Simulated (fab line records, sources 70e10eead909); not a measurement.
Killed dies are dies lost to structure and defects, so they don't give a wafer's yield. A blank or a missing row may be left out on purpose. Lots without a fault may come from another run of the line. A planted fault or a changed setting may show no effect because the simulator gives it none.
A struck lot beside a sound one | flow nand_harc | 15 steps out of a route of 1302
Sound: wafers L952.2, L952.3, L952.4. Struck: wafers L946.2, L946.3, L946.4. The cause comes at the end.
At each step with rows: each side's tool, then ch and its chambers, then its first start. Under that, the readings that differ: sound wafers | struck wafers | difference of the means | sigmas: that difference in standard deviations of wafers without a fault.
alike: readings whose means differ by less than 2 such deviations, and words and numbers that are the same on both sides. not compared: withheld readings, readings that some wafer has no value for, bounds like >300 that may hide the same value, and numbers for which the record gives no deviation and whose values overlap.
The two part at a step that has a row with sigmas, a row that says differs or no value, or rows on one side only. Numbers that don't overlap but have no deviation are shown without sigmas and don't part them. A reading that every wafer of one side lacks parts them only if that side has two wafers or more.

first, 3 steps without rows for these wafers: NHARC_P_GATE_SRD_72; NHARC_P_GATE_OXIDE_16 (material SiO2, target thk 3 nm, ox time 392 s); NHARC_P_GATE_CVD_17 (deposits poly-Si, target thk 150 nm, time 900 s).
NHARC_P_GATE_HM_DEP_102: deposits aC, target thk 120 nm.
  sound on acl_dep-02 ch 0, day 13 03:36; struck on acl_dep-02 ch 0, day 10 22:20
  alike: throttle_valve_pct
NHARC_P_GATE_DEP_103: deposits SiON, target thk 30 nm.
  sound on pecvd-04 ch 0,1, day 13 04:09; struck on pecvd-04 ch 0,1, day 10 22:55
  alike: heater_power_w
then, 7 steps without rows for these wafers: NHARC_P_GATE_DEHYDRATE_18 (time 120 s); NHARC_P_GATE_HMDS_19 (time 30 s); NHARC_P_GATE_COAT_20 (resist thk 90 nm); NHARC_P_GATE_SOFTBAKE_21 (time 55 s); NHARC_P_GATE_EBR_22; NHARC_P_GATE_EXPOSE_23 (exposes mask P GATE, target cd 120 nm); NHARC_P_GATE_PEB_24 (peb time 65 s).
NHARC_P_GATE_DEVELOP_25: develop time 35 s.
  sound on litho_track-01 ch 0, day 13 04:00; struck on litho_track-04 ch 0, day 10 23:00
  reading              | sound             | struck            | difference | sigmas
  developer_temp_C (C) | 23.08 23.10 23.09 | 22.12 22.18 22.00 | -0.99      | -10
NHARC_P_GATE_CD_MEAS_26: target cd 120 nm.
  sound on cd_sem-01 ch 0, day 13 04:50; struck on cd_sem-02 ch 0, day 10 23:27
  alike: cd_nm
then, 1 step without rows for these wafers: NHARC_END_SORT_01.

WHERE THEY PART
Only at NHARC_P_GATE_DEVELOP_25, within this record. Later steps at which nothing parts them and some readings are alike: NHARC_P_GATE_CD_MEAS_26.

WHY: what the simulator had put in
Process parameter drift: litho_track-04, from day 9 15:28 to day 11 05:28, at NHARC_P_GATE_DEVELOP_25. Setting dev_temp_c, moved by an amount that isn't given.
